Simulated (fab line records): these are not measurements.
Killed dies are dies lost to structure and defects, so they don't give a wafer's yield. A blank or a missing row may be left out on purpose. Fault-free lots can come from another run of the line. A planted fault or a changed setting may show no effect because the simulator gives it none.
fab line records ; flow nandHarc
record lots=24; wafers=72; lastDay=32
route steps=1302 shown P_STI@96 P_CONTACT@233 P_M0@270 P_M1@305 P_BONDPAD@364
lots that met no fault: taken from a fault-free run of the same line
startH: hours from the record's first day to the start of the lot's first wafer shown ; waitH: hours since the lot's step before ; " the same as in the row above ; L1.1+2: one row covering several wafers at once ; - either no value or no given start ; * or withheld: withheld ; < > ~ a bound
route shown NAME@n: names a module that has steps shown in the file, with the first one's number in the route ; usual: mean/standard deviation taken from wafers without a fault ; same: alike in all rows ; chamber/n: place in a boat ; sites: readings site by site ; _std_site: standard deviation across them ; _edge_site: the outer-site mean with the inner-site mean subtracted ; radiusMm: how far each site lies from the wafer's centre ; mask NAME#n: copy n ; behind: the most recent tool/chamber to have shaped the wafer ; hold: why the lot was held/for how many hours/how that ended ; device: the transistor (n, p or np) that didn't switch ; end of line: the route-end tests of the same wafers ; a step given without rows: its recipe and nothing more ; killed: count of dies lost to structure and defects at first sort (not the wafer's yield) ; map: per-die view of a wafer (x killed, . not killed, _ where there is no die)
set.NAME: setting as actually run; set.NAME@STEP: the setting as run at that earlier step ; model.NAME: the simulator's own value behind a step, which no gauge read
route steps across a sampled set of lots; one table per step, one row per wafer
services: a tool's chamber out of use, with start hour (startH, from the record's first day; less than 0 if before it), hours out, and reason
## steps
# step NHARC_P_STI_OCD_MEAS_43
# usual trenchDepthNm=300/5.8; trenchFootCdNm=156.9/2.9
lot.wafer;tool;chamber;startH;waitH;trenchDepthNm;trenchFootCdNm
L074.1;ocd-01;-;46.81;-;292;158.7
L074.2;ocd-01;-;46.81;-;303;156.6
L074.6;ocd-01;-;46.81;-;299;156.8
L075.1;ocd-02;-;58.86;-;295;156.5
L075.4;ocd-02;-;58.86;-;307;148.6
L075.5;ocd-02;-;58.86;-;294;150.8
L076.1;ocd-02;-;66.15;-;295;159.1
L076.4;ocd-02;-;66.15;-;294;158.8
L076.5;ocd-02;-;66.15;-;295;156.7
L077.2;ocd-01;-;74.22;-;299;156.3
L077.4;ocd-01;-;74.22;-;302;159.3
L077.5;ocd-01;-;74.22;-;300;160.1
L078.1;ocd-01;-;85.42;-;295;155.5
L078.2;ocd-01;-;85.42;-;294;157.1
L078.6;ocd-01;-;85.42;-;291;160.1
L079.2;ocd-02;-;94.31;-;310;155.3
L079.4;ocd-02;-;94.31;-;305;158.1
L079.5;ocd-02;-;94.31;-;300;158.1
L080.1;ocd-02;-;105.54;-;302;159.7
L080.2;ocd-02;-;105.54;-;296;162.6
L080.6;ocd-02;-;105.54;-;304;156.1
L081.1;ocd-02;-;116.16;-;292;161.4
L081.4;ocd-02;-;116.16;-;304;161.3
L081.5;ocd-02;-;116.16;-;293;162.7
L082.3;ocd-01;-;125.98;-;300;156.7
L082.4;ocd-01;-;125.98;-;292;155.4
L082.5;ocd-01;-;125.98;-;301;155.4
L083.3;ocd-01;-;136.88;-;295;157.5
L083.4;ocd-01;-;136.88;-;302;154.4
L083.6;ocd-01;-;136.88;-;299;156.5
L084.1;ocd-01;-;145.29;-;305;159.3
L084.4;ocd-01;-;145.29;-;302;162.1
L084.5;ocd-01;-;145.29;-;295;156.9
L085.2;ocd-02;-;156.14;-;310;152.2
L085.3;ocd-02;-;156.14;-;299;157.6
L085.6;ocd-02;-;156.14;-;296;157.4
L086.1;ocd-01;-;167.36;-;295;153.5
L086.3;ocd-01;-;167.36;-;300;153.5
L086.4;ocd-01;-;167.36;-;297;154.9
L087.1;ocd-02;-;176.32;-;297;156.9
L087.2;ocd-02;-;176.32;-;308;152.6
L087.3;ocd-02;-;176.32;-;306;152.6
L088.2;ocd-01;-;186.56;-;308;154.0
L088.5;ocd-01;-;186.56;-;303;156.6
L088.6;ocd-01;-;186.56;-;296;159.2
L089.2;ocd-02;-;195.75;-;303;156.3
L089.4;ocd-02;-;195.75;-;298;152.8
L089.5;ocd-02;-;195.75;-;314;154.5
L090.2;ocd-02;-;207.34;-;305;153.1
L090.4;ocd-02;-;207.34;-;307;157.4
L090.5;ocd-02;-;207.34;-;301;155.8
L091.2;ocd-02;-;213.32;-;314;154.8
L091.3;ocd-02;-;213.32;-;292;160.4
L091.4;ocd-02;-;213.32;-;295;163.0
L092.2;ocd-01;-;223.77;-;298;158.8
L092.4;ocd-01;-;223.77;-;304;160.8
L092.6;ocd-01;-;223.77;-;304;153.8
L093.1;ocd-02;-;234.27;-;290;157.5
L093.2;ocd-02;-;234.27;-;297;156.4
L093.5;ocd-02;-;234.27;-;301;154.9
L094.1;ocd-01;-;244.38;-;308;157.6
L094.2;ocd-01;-;244.38;-;303;156.7
L094.3;ocd-01;-;244.38;-;293;158.9
L095.1;ocd-02;-;254.26;-;300;156.9
L095.2;ocd-02;-;254.26;-;302;156.1
L095.6;ocd-02;-;254.26;-;297;157.5
L096.1;ocd-02;-;266.00;-;307;160.8
L096.4;ocd-02;-;266.00;-;309;154.5
L096.6;ocd-02;-;266.00;-;310;155.0
L097.1;ocd-02;-;273.78;-;305;158.7
L097.3;ocd-02;-;273.78;-;305;161.3
L097.5;ocd-02;-;273.78;-;306;155.0
# step NHARC_P_CONTACT_OVL_MEAS_13
# usual overlayXNm=0.1/0.96; overlayYNm=0.1/0.75
lot.wafer;tool;chamber;startH;waitH;overlayXNm;overlayYNm
L074.1;overlay-02;-;117.67;-;0.6;-0.2
L074.2;overlay-02;-;117.67;-;0.8;-0.3
L074.6;overlay-02;-;117.67;-;0.6;-0.4
L075.1;overlay-01;-;132.09;-;1.2;1.2
L075.4;overlay-01;-;132.09;-;1.0;1.6
L075.5;overlay-01;-;132.09;-;0.8;1.4
L076.1;overlay-02;-;134.80;-;0.5;0.8
L076.4;overlay-02;-;134.80;-;0.7;1.5
L076.5;overlay-02;-;134.80;-;0.5;1.1
L077.2;overlay-02;-;145.40;-;-0.7;0.5
L077.4;overlay-02;-;145.40;-;-0.7;0.7
L077.5;overlay-02;-;145.40;-;-1.0;0.9
L078.1;overlay-02;-;160.06;-;-2.1;-0.5
L078.2;overlay-02;-;160.06;-;-2.1;-0.4
L078.6;overlay-02;-;160.06;-;-2.5;-0.3
L079.2;overlay-01;-;165.09;-;-1.2;0.2
L079.4;overlay-01;-;165.09;-;-0.7;0.0
L079.5;overlay-01;-;165.09;-;-0.4;0.0
L080.1;overlay-01;-;177.07;-;-0.5;-0.1
L080.2;overlay-01;-;177.07;-;-0.5;-0.2
L080.6;overlay-01;-;177.07;-;-0.1;0.2
L081.1;overlay-01;-;184.88;-;-1.3;0.6
L081.4;overlay-01;-;184.88;-;-0.5;0.8
L081.5;overlay-01;-;184.88;-;-0.6;0.8
L082.3;overlay-01;-;199.32;-;0.5;-0.6
L082.4;overlay-01;-;199.32;-;0.3;-1.1
L082.5;overlay-01;-;199.32;-;-0.1;-0.6
L083.3;overlay-02;-;207.61;-;0.2;0.8
L083.4;overlay-02;-;207.61;-;0.7;0.8
L083.6;overlay-02;-;207.61;-;0.4;0.6
L084.1;overlay-02;-;221.23;-;-0.3;-0.8
L084.4;overlay-02;-;221.23;-;-0.4;-0.2
L084.5;overlay-02;-;221.23;-;-1.0;-0.3
L085.2;overlay-01;-;227.41;-;1.8;0.8
L085.3;overlay-01;-;227.41;-;1.6;0.3
L085.6;overlay-01;-;227.41;-;2.0;0.5
L086.1;overlay-02;-;240.17;-;-0.3;0.2
L086.3;overlay-02;-;240.17;-;0.0;0.8
L086.4;overlay-02;-;240.17;-;0.3;0.2
L087.1;overlay-02;-;243.88;-;0.3;-0.9
L087.2;overlay-02;-;243.88;-;-0.4;-1.1
L087.3;overlay-02;-;243.88;-;0.2;-0.9
L089.2;overlay-02;-;265.54;-;-0.2;0.0
L089.4;overlay-02;-;265.54;-;-0.3;0.1
L089.5;overlay-02;-;265.54;-;-0.2;-0.1
L088.2;overlay-01;-;268.68;-;1.3;-1.0
L088.5;overlay-01;-;268.68;-;1.4;-0.9
L088.6;overlay-01;-;268.68;-;1.2;-1.2
L090.2;overlay-02;-;278.91;-;0.6;-1.0
L090.4;overlay-02;-;278.91;-;1.0;-1.1
L090.5;overlay-02;-;278.91;-;0.7;-1.0
L091.2;overlay-02;-;283.87;-;-0.3;0.0
L091.3;overlay-02;-;283.87;-;-0.6;-0.3
L091.4;overlay-02;-;283.87;-;-0.9;-0.1
L092.2;overlay-02;-;296.18;-;0.5;0.4
L092.4;overlay-02;-;296.18;-;-0.1;0.4
L092.6;overlay-02;-;296.18;-;0.1;0.4
L093.1;overlay-01;-;307.24;-;0.2;-0.1
L093.2;overlay-01;-;307.24;-;0.1;-0.2
L093.5;overlay-01;-;307.24;-;0.0;-0.4
L094.1;overlay-01;-;313.76;-;1.6;0.5
L094.2;overlay-01;-;313.76;-;1.6;0.2
L094.3;overlay-01;-;313.76;-;1.3;0.0
L095.1;overlay-02;-;326.28;-;0.3;1.0
L095.2;overlay-02;-;326.28;-;0.5;1.0
L095.6;overlay-02;-;326.28;-;0.4;1.3
L096.1;overlay-01;-;336.48;-;-2.3;-0.6
L096.4;overlay-01;-;336.48;-;-1.7;-0.4
L096.6;overlay-01;-;336.48;-;-1.8;-0.5
L097.1;overlay-02;-;343.74;-;0.9;0.0
L097.3;overlay-02;-;343.74;-;1.5;-0.2
L097.5;overlay-02;-;343.74;-;1.0;-0.1
# step NHARC_P_CONTACT_CMP_24
# recipe tOverpolishS=30; targetThkNm=200
# usual motorCurrentA=11.5/1.1; overpolishRunS=30.001/0.0095; timeToEndpointS=38/3.9
lot.wafer;tool;chamber;startH;waitH;motorCurrentA;overpolishRunS;timeToEndpointS
L074.1;cmp-01;0;120.45;0.5;10.9;30.002;36
L074.2;cmp-01;1;120.45;0.5;9.7;29.987;41
L074.6;cmp-01;0;120.45;0.5;10.5;29.994;36
L075.1;cmp-01;0;134.89;0.5;11.1;30.010;36
L075.4;cmp-01;1;134.89;0.5;9.7;29.986;45
L075.5;cmp-01;0;134.89;0.5;11.2;29.992;36
L076.4;cmp-04;2;137.62;0.4;13.5;29.999;39
L076.1;cmp-04;3;137.62;0.4;11.6;29.987;39
L076.5;cmp-04;0;137.62;0.4;12.1;30.005;46
L077.4;cmp-01;1;148.19;0.3;10.8;30.006;41
L077.2;cmp-01;3;148.19;0.3;11.1;29.996;35
L077.5;cmp-01;1;148.19;0.3;10.0;30.003;42
L078.2;cmp-02;3;163.46;0.9;10.3;30.002;35
L078.1;cmp-02;2;163.46;0.9;13.4;29.999;37
L078.6;cmp-02;0;163.46;0.9;11.4;29.998;35
L079.4;cmp-02;2;168.50;0.5;11.8;29.985;35
L079.2;cmp-02;1;168.50;0.5;11.9;30.029;34
L079.5;cmp-02;3;168.50;0.5;10.0;30.008;37
L080.1;cmp-04;1;179.85;0.5;11.7;29.990;42
L080.2;cmp-04;2;179.85;0.5;15.5;29.997;35
L080.6;cmp-04;2;179.85;0.5;13.9;29.999;35
L081.1;cmp-02;3;187.72;0.6;10.0;30.003;34
L081.4;cmp-02;0;187.72;0.6;10.8;30.010;40
L081.5;cmp-02;0;187.72;0.6;11.2;30.007;40
L082.4;cmp-01;2;202.14;0.4;11.7;29.998;37
L082.3;cmp-01;3;202.14;0.4;10.9;30.020;39
L082.5;cmp-01;3;202.14;0.4;11.4;30.006;37
L083.4;cmp-01;1;210.41;0.4;10.4;29.996;47
L083.3;cmp-01;3;210.41;0.4;11.2;30.004;40
L083.6;cmp-01;1;210.41;0.4;9.8;29.995;47
L084.4;cmp-04;1;224.11;0.3;11.4;30.007;42
L084.1;cmp-04;3;224.11;0.3;11.3;30.003;33
L084.5;cmp-04;1;224.11;0.3;11.5;30.019;39
L085.3;cmp-04;3;230.18;0.3;10.6;30.001;35
L085.2;cmp-04;1;230.18;0.3;12.1;29.986;43
L085.6;cmp-04;0;230.18;0.3;12.4;29.993;44
L086.3;cmp-04;2;242.97;0.4;13.6;29.998;39
L086.4;cmp-04;3;242.97;0.4;11.1;29.998;36
L086.1;cmp-04;0;242.97;0.4;12.4;29.989;45
L087.2;cmp-01;1;246.68;0.5;10.7;30.006;45
L087.1;cmp-01;2;246.68;0.5;11.4;29.999;39
L087.3;cmp-01;3;246.68;0.5;10.7;30.017;37
L089.2;cmp-04;2;268.31;0.5;14.4;29.994;42
L089.4;cmp-04;3;268.31;0.5;11.6;30.008;41
L089.5;cmp-04;2;268.31;0.5;13.4;30.023;40
L088.2;cmp-02;2;271.50;0.5;13.1;29.996;38
L088.5;cmp-02;0;271.50;0.5;11.6;30.001;39
L088.6;cmp-02;1;271.50;0.5;11.6;30.015;36
L090.2;cmp-01;1;281.72;0.5;10.4;29.988;43
L090.4;cmp-01;0;281.72;0.5;10.3;30.001;35
L090.5;cmp-01;2;281.72;0.5;12.0;29.997;36
L091.2;cmp-04;0;286.66;0.5;12.5;30.001;42
L091.4;cmp-04;1;286.66;0.5;12.2;29.984;42
L091.3;cmp-04;2;286.66;0.5;14.3;29.984;37
L092.4;cmp-01;2;299.01;0.4;12.1;29.996;36
L092.2;cmp-01;3;299.01;0.4;11.5;29.989;35
L092.6;cmp-01;0;299.01;0.4;11.6;30.021;37
L093.1;cmp-01;2;310.01;0.5;12.0;29.994;35
L093.2;cmp-01;3;310.01;0.5;11.4;30.008;35
L093.5;cmp-01;2;310.01;0.5;12.0;29.994;36
L094.3;cmp-01;0;316.56;0.3;11.8;29.995;32
L094.1;cmp-01;1;316.56;0.3;9.9;29.983;45
L094.2;cmp-01;2;316.56;0.3;11.8;30.010;35
L095.1;cmp-04;3;329.53;0.6;11.3;29.993;33
L095.2;cmp-04;0;329.53;0.6;12.6;29.995;44
L095.6;cmp-04;0;329.53;0.6;12.3;30.013;41
L096.4;cmp-01;1;339.26;0.3;9.6;30.005;43
L096.1;cmp-01;2;339.26;0.3;11.9;30.014;36
L096.6;cmp-01;2;339.26;0.3;11.8;29.996;33
L097.1;cmp-01;0;346.57;0.5;10.8;30.008;33
L097.3;cmp-01;1;346.57;0.5;9.8;30.004;40
L097.5;cmp-01;2;346.57;0.5;11.9;30.005;34
# step NHARC_P_M0_STRIP_18
# recipe powerW=1000; n2FlowSccm=150; h2FlowSccm=150; arFlowSccm=0; biasW=0; chemistry=N2/H2
# usual drypumpMotorCurrentA=5.7/0.51; n2FlowSccm=150.0/0.48; oesProductAu=1.002/0.013; rfVppV=90.6/1; showerheadPlenumPTorr=2.04/0.1; throttleValvePct=14.171/0.0089
lot.wafer;tool;chamber;startH;waitH;drypumpMotorCurrentA;n2FlowSccm;oesProductAu;rfHoursCounterH;rfVppV;showerheadPlenumPTorr;throttleValvePct
L074.1;rieDiel-08;0;122.41;0.1;6.0;149.9;1.016;36;89.5;1.91;14.169
L074.2;rieDiel-08;1;122.41;0.1;5.5;149.8;0.997;34;90.2;2.09;14.183
L074.6;rieDiel-08;3;122.41;0.1;5.1;149.2;1.007;-;91.4;2.12;14.165
L075.1;rieDiel-04;3;136.74;0.1;5.0;149.6;1.002;20;90.5;1.92;14.161
L075.4;rieDiel-04;1;136.74;0.1;5.5;150.3;0.985;22;89.9;2.08;14.151
L075.5;rieDiel-04;0;136.74;0.1;6.1;149.7;1.031;-;91.0;2.16;14.170
L076.1;rieDiel-04;1;139.50;0.1;5.5;149.4;0.979;22;90.9;2.08;14.169
L076.4;rieDiel-04;3;139.50;0.1;5.0;150.1;0.992;20;89.5;1.92;14.169
L076.5;rieDiel-04;2;139.50;0.1;6.4;149.7;1.014;-;89.4;1.98;14.168
L077.2;rieDiel-08;1;150.11;0.1;5.5;149.7;0.990;42;89.5;2.09;14.160
L077.4;rieDiel-08;1;150.11;0.1;5.5;149.5;0.990;-;90.9;2.09;14.183
L077.5;rieDiel-08;2;150.11;0.1;6.3;150.0;1.005;-;90.6;2.08;14.159
L078.2;rieDiel-10;3;165.32;0.1;5.7;150.2;0.971;35;91.7;2.09;14.172
L078.1;rieDiel-10;1;165.32;0.1;5.5;149.6;0.983;30;91.4;2.21;14.166
L078.6;rieDiel-10;3;165.32;0.1;5.7;150.3;0.981;-;91.9;2.09;14.191
L079.4;rieDiel-04;2;170.37;0.1;6.4;150.2;1.009;23;89.8;1.98;14.166
L079.2;rieDiel-04;0;170.37;0.1;6.0;149.8;1.016;23;91.5;2.16;14.168
L079.5;rieDiel-04;3;170.37;0.1;5.0;149.6;0.977;-;88.5;1.92;14.174
L080.2;rieDiel-10;2;181.74;0.1;5.1;150.2;1.004;37;89.9;1.89;14.177
L080.1;rieDiel-10;3;181.74;0.1;5.8;149.7;0.995;40;91.0;2.09;14.184
L080.6;rieDiel-10;2;181.74;0.1;5.1;150.3;1.006;-;89.2;1.89;14.168
L081.4;rieDiel-08;2;189.71;0.1;6.3;148.8;1.009;53;90.8;2.07;14.174
L081.1;rieDiel-08;3;189.71;0.1;5.1;150.5;0.999;52;90.5;2.12;14.175
L081.5;rieDiel-08;3;189.71;0.1;5.1;150.5;1.009;-;90.3;2.12;14.173
L082.4;rieDiel-10;1;204.06;0.1;5.5;150.0;0.983;44;91.6;2.20;14.176
L082.3;rieDiel-10;2;204.06;0.1;5.1;150.1;0.997;46;90.3;1.89;14.177
L082.5;rieDiel-10;0;204.06;0.1;5.0;150.0;0.984;-;89.4;1.87;14.167
L083.3;rieDiel-04;3;212.33;0.1;5.0;149.7;0.999;5;89.0;1.92;14.166
L083.4;rieDiel-04;0;212.33;0.1;6.0;149.5;1.009;5;91.1;2.16;14.176
L083.6;rieDiel-04;2;212.33;0.1;6.4;150.2;0.995;-;92.1;1.98;14.187
L084.4;rieDiel-04;1;226.04;0.1;5.5;149.6;1.005;7;92.4;2.07;14.182
L084.1;rieDiel-04;2;226.04;0.1;6.4;150.7;0.993;8;90.8;1.97;14.158
L084.5;rieDiel-04;0;226.04;0.1;6.0;150.5;0.998;-;90.9;2.16;14.169
L085.2;rieDiel-04;0;232.10;0.1;6.0;149.3;1.012;9;92.8;2.16;14.167
L085.3;rieDiel-04;2;232.10;0.1;6.4;150.0;0.999;9;91.0;1.97;14.173
L085.6;rieDiel-04;0;232.10;0.1;6.0;149.4;1.003;-;91.5;2.16;14.163
L086.3;rieDiel-04;3;244.81;0.1;5.0;149.6;1.003;10;90.8;1.91;14.159
L086.4;rieDiel-04;1;244.81;0.1;5.5;150.3;0.996;10;91.1;2.07;14.161
L086.1;rieDiel-04;2;244.81;0.1;6.4;149.9;1.002;10;89.9;1.97;14.196
L087.1;rieDiel-04;3;248.51;0.1;5.0;149.5;0.991;11;90.4;1.91;14.186
L087.2;rieDiel-04;1;248.51;0.1;5.5;149.6;0.998;11;91.2;2.07;14.180
L087.3;rieDiel-04;2;248.51;0.1;6.4;151.1;0.998;11;89.5;1.97;14.181
L089.4;rieDiel-04;3;270.08;0.1;5.0;150.6;0.987;16;88.9;1.91;14.172
L089.2;rieDiel-04;0;270.08;0.1;6.0;149.7;1.003;15;89.1;2.16;14.167
L089.5;rieDiel-04;0;270.08;0.1;6.0;150.2;1.009;-;92.0;2.16;14.178
L088.2;rieDiel-10;0;273.27;0.1;5.0;150.3;1.002;7;91.4;2.22;14.171
L088.6;rieDiel-10;3;273.27;0.1;5.8;150.0;1.003;-;92.4;2.08;14.156
L088.5;rieDiel-10;0;273.27;0.1;5.0;149.9;0.997;-;91.2;2.22;14.161
L090.4;rieDiel-04;0;283.60;0.1;6.0;149.6;1.018;20;91.5;2.15;14.176
L090.2;rieDiel-04;2;283.60;0.1;6.4;150.0;0.991;21;89.2;1.97;14.171
L090.5;rieDiel-04;0;283.60;0.1;6.0;150.1;1.009;-;91.2;2.15;14.175
L091.4;rieDiel-04;1;288.56;0.2;5.5;150.8;1.004;21;92.4;2.07;14.162
L091.2;rieDiel-04;2;288.56;0.2;6.4;150.8;1.007;22;88.9;1.97;14.193
L091.3;rieDiel-04;3;288.56;0.2;5.0;150.4;1.003;22;89.8;1.91;14.164
L092.4;rieDiel-04;1;300.97;0.2;5.5;150.2;0.998;24;91.1;2.07;14.180
L092.2;rieDiel-04;2;300.97;0.2;6.3;150.5;1.000;25;88.4;1.97;14.178
L092.6;rieDiel-04;3;300.97;0.2;5.0;150.8;1.009;-;91.0;1.91;14.179
L093.1;rieDiel-08;0;311.93;0.1;6.0;150.0;1.034;37;88.1;1.89;14.168
L093.2;rieDiel-08;3;311.93;0.1;5.1;149.2;1.001;36;90.8;2.10;14.176
L093.5;rieDiel-08;3;311.93;0.1;5.1;150.4;1.013;-;89.6;2.10;14.162
L094.1;rieDiel-04;1;318.81;0.1;5.5;149.7;1.012;27;90.4;2.07;14.184
L094.3;rieDiel-04;2;318.81;0.1;6.4;150.6;0.992;27;90.8;1.97;14.159
L094.2;rieDiel-04;0;318.81;0.1;6.0;149.9;1.012;27;91.9;2.15;14.160
L095.1;rieDiel-04;0;331.40;0.1;6.0;149.9;1.020;29;90.0;2.15;14.165
L095.2;rieDiel-04;1;331.40;0.1;5.5;149.8;1.007;29;89.9;2.07;14.181
L095.6;rieDiel-04;1;331.40;0.1;5.5;149.6;0.999;-;91.5;2.07;14.178
L096.1;rieDiel-04;1;341.12;0.1;5.5;148.8;1.001;29;91.3;2.07;14.169
L096.4;rieDiel-04;3;341.12;0.1;5.0;149.5;0.990;30;90.3;1.91;14.174
L096.6;rieDiel-04;1;341.12;0.1;5.5;149.2;1.000;-;91.1;2.07;14.164
L097.1;rieDiel-08;3;348.41;0.1;5.1;149.4;1.017;50;92.0;2.10;14.172
L097.3;rieDiel-08;1;348.41;0.1;5.5;149.4;1.017;52;89.1;2.06;14.164
L097.5;rieDiel-08;3;348.41;0.1;5.1;150.3;1.021;-;92.3;2.10;14.171
# step NHARC_P_M1_DEGAS_29
# recipe tempC=250; timeS=60
# usual heaterPowerW=352/43
lot.wafer;tool;chamber;startH;waitH;heaterPowerW
L074.2;pvdSputter-02;-;127.22;-;333
L074.1;pvdSputter-02;-;127.22;-;328
L074.6;pvdSputter-02;-;127.22;-;439
L075.4;pvdSputter-02;-;141.54;-;436
L075.1;pvdSputter-02;-;141.54;-;335
L075.5;pvdSputter-02;-;141.54;-;332
L076.4;pvdSputter-01;-;144.30;-;364
L076.1;pvdSputter-01;-;144.30;-;320
L076.5;pvdSputter-01;-;144.30;-;379
L077.2;pvdSputter-01;-;154.86;-;318
L077.4;pvdSputter-01;-;154.86;-;346
L077.5;pvdSputter-01;-;154.86;-;321
L078.2;pvdSputter-03;-;169.91;-;363
L078.1;pvdSputter-03;-;169.91;-;335
L078.6;pvdSputter-03;-;169.91;-;339
L079.4;pvdSputter-02;-;175.09;-;297
L079.2;pvdSputter-02;-;175.09;-;328
L079.5;pvdSputter-02;-;175.09;-;304
L080.1;pvdSputter-03;-;186.50;-;347
L080.2;pvdSputter-03;-;186.50;-;315
L080.6;pvdSputter-03;-;186.50;-;335
L081.1;pvdSputter-01;-;194.25;-;323
L081.4;pvdSputter-01;-;194.25;-;346
L081.5;pvdSputter-01;-;194.25;-;314
L082.3;pvdSputter-02;-;208.60;-;328
L082.4;pvdSputter-02;-;208.60;-;340
L082.5;pvdSputter-02;-;208.60;-;321
L083.3;pvdSputter-03;-;216.86;-;345
L083.4;pvdSputter-03;-;216.86;-;305
L083.6;pvdSputter-03;-;216.86;-;317
L084.4;pvdSputter-02;-;230.77;-;329
L084.1;pvdSputter-02;-;230.77;-;328
L084.5;pvdSputter-02;-;230.77;-;433
L085.2;pvdSputter-03;-;236.77;-;309
L085.3;pvdSputter-03;-;236.77;-;338
L085.6;pvdSputter-03;-;236.77;-;319
L086.3;pvdSputter-02;-;249.51;-;326
L086.4;pvdSputter-02;-;249.51;-;292
L086.1;pvdSputter-02;-;249.51;-;346
L087.1;pvdSputter-02;-;253.48;-;306
L087.3;pvdSputter-02;-;253.48;-;332
L087.2;pvdSputter-02;-;253.48;-;440
L089.4;pvdSputter-03;-;274.64;-;394
L089.2;pvdSputter-03;-;274.64;-;343
L089.5;pvdSputter-03;-;274.64;-;386
L088.2;pvdSputter-02;-;277.84;-;336
L088.6;pvdSputter-02;-;277.84;-;420
L088.5;pvdSputter-02;-;277.84;-;329
L090.4;pvdSputter-01;-;288.15;-;324
L090.2;pvdSputter-01;-;288.15;-;325
L090.5;pvdSputter-01;-;288.15;-;324
L091.4;pvdSputter-03;-;293.29;-;373
L091.3;pvdSputter-03;-;293.29;-;384
L091.2;pvdSputter-03;-;293.29;-;305
L092.2;pvdSputter-02;-;305.70;-;340
L092.4;pvdSputter-02;-;305.70;-;451
L092.6;pvdSputter-02;-;305.70;-;441
L093.1;pvdSputter-03;-;316.69;-;341
L093.2;pvdSputter-03;-;316.69;-;318
L093.5;pvdSputter-03;-;316.69;-;332
L094.2;pvdSputter-01;-;323.50;-;319
L094.3;pvdSputter-01;-;323.50;-;368
L094.1;pvdSputter-01;-;323.50;-;325
L095.2;pvdSputter-02;-;336.17;-;440
L095.1;pvdSputter-02;-;336.17;-;323
L095.6;pvdSputter-02;-;336.17;-;336
L096.4;pvdSputter-02;-;345.95;-;323
L096.1;pvdSputter-02;-;345.95;-;328
L096.6;pvdSputter-02;-;345.95;-;323
L097.1;pvdSputter-02;-;352.99;-;305
L097.3;pvdSputter-02;-;352.99;-;338
L097.5;pvdSputter-02;-;352.99;-;319
# step NHARC_P_BONDPAD_CD_MEAS_09
# recipe targetCdNm=500; landingEnergyEv=500
# usual cdNm=499.6/2.2
lot.wafer;tool;chamber;startH;waitH;cdNm
L074.1;cdSem-03;0;134.78;-;500.6
L074.2;cdSem-03;0;134.78;-;500.2
L074.6;cdSem-03;0;134.78;-;499.1
L075.1;cdSem-01;0;149.08;-;499.3
L075.4;cdSem-01;0;149.08;-;496.2
L075.5;cdSem-01;0;149.08;-;498.7
L076.1;cdSem-01;0;151.71;-;503.3
L076.4;cdSem-01;0;151.71;-;501.5
L076.5;cdSem-01;0;151.71;-;499.0
L077.2;cdSem-03;0;162.56;-;499.3
L077.4;cdSem-03;0;162.56;-;502.0
L077.5;cdSem-03;0;162.56;-;499.8
L078.1;cdSem-03;0;177.18;-;503.5
L078.2;cdSem-03;0;177.18;-;499.8
L078.6;cdSem-03;0;177.18;-;500.2
L079.2;cdSem-01;0;182.48;-;498.5
L079.4;cdSem-01;0;182.48;-;500.5
L079.5;cdSem-01;0;182.48;-;497.7
L080.1;cdSem-03;0;193.98;-;500.3
L080.2;cdSem-03;0;193.98;-;500.6
L080.6;cdSem-03;0;193.98;-;497.6
L081.1;cdSem-01;0;201.87;-;496.6
L081.4;cdSem-01;0;201.87;-;500.6
L081.5;cdSem-01;0;201.87;-;502.6
L082.3;cdSem-02;0;215.96;-;498.2
L082.4;cdSem-02;0;215.96;-;499.2
L082.5;cdSem-02;0;215.96;-;497.5
L083.3;cdSem-02;0;224.68;-;501.2
L083.4;cdSem-02;0;224.68;-;503.2
L083.6;cdSem-02;0;224.68;-;502.0
L084.1;cdSem-01;0;238.75;-;502.8
L084.4;cdSem-01;0;238.75;-;499.3
L084.5;cdSem-01;0;238.75;-;498.7
L085.2;cdSem-01;0;244.41;-;500.2
L085.3;cdSem-01;0;244.41;-;500.3
L085.6;cdSem-01;0;244.41;-;504.7
L086.1;cdSem-03;0;257.16;-;498.6
L086.3;cdSem-03;0;257.16;-;496.6
L086.4;cdSem-03;0;257.16;-;497.9
L087.1;cdSem-02;0;260.83;-;497.7
L087.2;cdSem-02;0;260.83;-;496.5
L087.3;cdSem-02;0;260.83;-;497.5
L089.2;cdSem-02;0;282.53;-;498.0
L089.4;cdSem-02;0;282.53;-;496.7
L089.5;cdSem-02;0;282.53;-;496.1
L088.2;cdSem-02;0;285.28;-;499.5
L088.5;cdSem-02;0;285.28;-;500.7
L088.6;cdSem-02;0;285.28;-;499.4
L090.2;cdSem-01;0;295.64;-;502.4
L090.4;cdSem-01;0;295.64;-;499.9
L090.5;cdSem-01;0;295.64;-;499.7
L091.2;cdSem-03;0;300.66;-;497.2
L091.3;cdSem-03;0;300.66;-;497.3
L091.4;cdSem-03;0;300.66;-;503.2
L092.2;cdSem-03;0;313.12;-;501.2
L092.4;cdSem-03;0;313.12;-;498.7
L092.6;cdSem-03;0;313.12;-;498.6
L093.1;cdSem-03;0;324.17;-;501.1
L093.2;cdSem-03;0;324.17;-;502.8
L093.5;cdSem-03;0;324.17;-;497.6
L094.1;cdSem-01;0;330.99;-;503.1
L094.2;cdSem-01;0;330.99;-;498.6
L094.3;cdSem-01;0;330.99;-;499.2
L095.1;cdSem-01;0;343.70;-;500.1
L095.2;cdSem-01;0;343.70;-;500.2
L095.6;cdSem-01;0;343.70;-;499.3
L096.1;cdSem-02;0;353.19;-;500.1
L096.4;cdSem-02;0;353.19;-;495.6
L096.6;cdSem-02;0;353.19;-;501.3
L097.1;cdSem-03;0;360.53;-;496.2
L097.3;cdSem-03;0;360.53;-;499.0
L097.5;cdSem-03;0;360.53;-;498.9
## services
tool;chamber;startH;hours;kind
pvdSputter-02;-;104.00;10.0;pm
cmp-04;-;108.23;2.6;repair
pvdSputter-01;-;110.19;6.0;repair
cmp-04;-;111.78;4.0;pm
cmp-01;-;112.47;0.7;repair
rieDiel-04;-;117.65;0.2;repair
rieDiel-04;0;142.94;8.9;repair
cmp-04;-;145.60;3.5;repair
rieDiel-04;2;151.32;15.3;repair
rieDiel-04;3;160.47;7.7;repair
rieDiel-04;-;177.90;9.0;pm
cmp-01;-;179.85;1.2;repair
cmp-01;-;185.61;4.0;pm
pvdSputter-02;-;187.88;6.7;repair
cmp-04;-;209.78;4.0;pm
pvdSputter-03;-;247.90;3.4;repair
cmp-04;-;268.79;8.4;repair
pvdSputter-02;-;282.00;10.0;pm
cmp-01;-;283.61;4.0;pm
cmp-04;-;307.78;4.0;pm
cmp-04;-;313.11;0.6;repair
cmp-04;-;316.12;3.4;repair
cmp-01;-;318.15;0.4;repair
pvdSputter-03;-;348.01;10.0;pm
## key
fault none
